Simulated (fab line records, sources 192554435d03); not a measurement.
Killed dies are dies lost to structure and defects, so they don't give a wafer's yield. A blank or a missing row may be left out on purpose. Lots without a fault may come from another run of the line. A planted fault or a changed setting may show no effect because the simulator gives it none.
Problem report in the 8D (eight disciplines) form, filled by code | flow n5_finfet | the parts of the form that need people (team, actions taken, sign-off) are left out

1. THE PROBLEM
run_length_s at N5_BEOL_M2_VIA_ETCH_34 reads a mean of 86.0 s on 6 wafers of 2 lots; wafers without a fault read 89.2 s with a standard deviation of 0.33. That is -9.5 standard deviations from the usual mean.
The step: etches the open film in C4F6/O2, target depth 69.4 nm, time 65.9 s.
First seen on wafer L384.3, day 10 17:19, on rie_diel-02. The record holds 33 wafers of 13 lots with a number at this step. Rule for "out", or "out of limits": more than 4 standard deviations from the usual mean. The other wafers with a number count as sound.

2. WHAT IT IS AND WHAT IT IS NOT
question                    | is                     | is not
which readings at this step | run_length_s           | drypump_motor_current_A, oes_f_703_au, oes_product_au, rf_vpp_V, showerhead_plenum_p_Torr, throttle_valve_pct
which lots                  | L384, L387             | L372, L373, L374, L376, L378, L379, L380, L381, L386, L389, L391
which wafers of those lots  | all that have a number | -
read on which tools         | rie_diel-02            | rie_diel-01, rie_diel-05
when                        | from day 10 17:19      | up to then (19 sound wafers); but 8 sound wafers of L386, L389, L391 came after

3. SUSPECTS, AND WHAT RULES EACH OUT
Counting: a tool at a process step up to the reading stays a suspect if it ran every lot that is out and no sound lot after the first of them.
- rie_diel-02 at N5_BEOL_M2_VIA_ETCH_34 (etches the open film in C4F6/O2, target depth 69.4 nm, time 65.9 s): kept. It ran every lot that is out, first L384 (day 10 17:19), and no sound lot after that; its last sound lot up to then is L381 (day 9 16:14). Its own readings are out on those wafers: run_length_s.
Left after counting: rie_diel-02 at N5_BEOL_M2_VIA_ETCH_34.

4. THE CAUSE (what the simulator had put in)
Process parameter drift: rie_diel-02, from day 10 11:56 on, at N5_BEOL_M2_VIA_ETCH_34. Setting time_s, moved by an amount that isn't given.
Counting left only this tool.

5. THE CHAIN OF EFFECTS, in route order
Each row: a reading whose mean over the struck wafers that have a number lies more than 3 standard deviations from the usual. Only readings for which the record gives a usual standard deviation are gone through. hours: the time from each lot's start at the first step in this table that gives one to its start at this step, as a median over the lots. sigmas: the change in usual standard deviations.
hours | step                   | reading      | usual  | on struck wafers | change | sigmas
0     | N5_BEOL_M2_VIA_ETCH_34 | run_length_s | 89.2 s | 86.0             | -3.2   | -9.5
The process steps in it:
- N5_BEOL_M2_VIA_ETCH_34: etches the open film in C4F6/O2, target depth 69.4 nm, time 65.9 s.

6. WHAT WOULD HAVE CAUGHT IT SOONER
In this record the first reading out of limits was taken at day 10 17:19, 5 hours after the fault began at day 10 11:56.
